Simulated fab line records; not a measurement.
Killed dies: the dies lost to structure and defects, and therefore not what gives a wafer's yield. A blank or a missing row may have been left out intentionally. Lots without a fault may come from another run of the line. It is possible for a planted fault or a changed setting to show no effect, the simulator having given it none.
Chamber matching / flow n5_finfet / N5_PMOS_HMC_CHANNEL_EPI_HM_DEP_34 on pecvd-02 has 3 sister chambers
The step deposits SiO2 from TEOS/O2, target thk 36 nm, time 6.9 s. 6 wafers are shown with their chamber, then 9 later ones without.

== WAFERS, EACH WITH ITS CHAMBER ==
wafer=L082.3; chamber=2; throttle_valve_pct (%)=18.4; showerhead_plenum_p_Torr (Torr)=8.30
wafer=L085.1; chamber=0; throttle_valve_pct (%)=18.9; showerhead_plenum_p_Torr (Torr)=8.33
wafer=L085.6; chamber=0; throttle_valve_pct (%)=18.9; showerhead_plenum_p_Torr (Torr)=8.33
wafer=L086.3; chamber=1; throttle_valve_pct (%)=19.7; showerhead_plenum_p_Torr (Torr)=8.36
wafer=L086.4; chamber=2; throttle_valve_pct (%)=18.2; showerhead_plenum_p_Torr (Torr)=8.31
wafer=L086.5; chamber=1; throttle_valve_pct (%)=19.7; showerhead_plenum_p_Torr (Torr)=8.36

== WAFERS WITH NO CHAMBER GIVEN ==
wafer=L087.3; throttle_valve_pct (%)=18.6; showerhead_plenum_p_Torr (Torr)=8.30
wafer=L087.4; throttle_valve_pct (%)=19.6; showerhead_plenum_p_Torr (Torr)=8.36
wafer=L087.5; throttle_valve_pct (%)=18.8; showerhead_plenum_p_Torr (Torr)=8.34
wafer=L093.1; throttle_valve_pct (%)=18.9; showerhead_plenum_p_Torr (Torr)=8.35
wafer=L093.4; throttle_valve_pct (%)=19.6; showerhead_plenum_p_Torr (Torr)=8.35
wafer=L093.5; throttle_valve_pct (%)=18.5; showerhead_plenum_p_Torr (Torr)=8.32
wafer=L097.2; throttle_valve_pct (%)=19.5; showerhead_plenum_p_Torr (Torr)=8.36
wafer=L097.4; throttle_valve_pct (%)=18.6; showerhead_plenum_p_Torr (Torr)=8.32
wafer=L097.5; throttle_valve_pct (%)=18.6; showerhead_plenum_p_Torr (Torr)=8.32

== THE CHAMBER EACH PASSED THROUGH ==
wafer=L087.3; from the rows above=2; in truth=2
wafer=L087.4; from the rows above=1; in truth=1
wafer=L087.5; from the rows above=0; in truth=0
wafer=L093.1; from the rows above=0; in truth=0
wafer=L093.4; from the rows above=1; in truth=1
wafer=L093.5; from the rows above=can't be placed: 2 or 0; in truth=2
wafer=L097.2; from the rows above=1; in truth=1
wafer=L097.4; from the rows above=can't be placed: 0 or 2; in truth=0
wafer=L097.5; from the rows above=can't be placed: 0 or 2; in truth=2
6 of 9 placed correctly. Unplaceable from these rows: 3, with the true chamber sitting among the candidates in 3. Number placed wrongly: 0.
How it was worked out, from the rows above alone: a wafer's distance from a chamber is the root of the sum, over the readings, of the square of ((its reading less the chamber's mean) divided by the reading's scatter). If the next closest chamber is less than 2 further off than the closest, the wafer can't be placed; otherwise it belongs to the closest. For every chamber, the mean is computed from those of its wafers that are shown. The scatter: take each reading less its chamber's mean, square it, sum over the shown wafers, divide by the number of wafers less the number of chambers, and take the root.
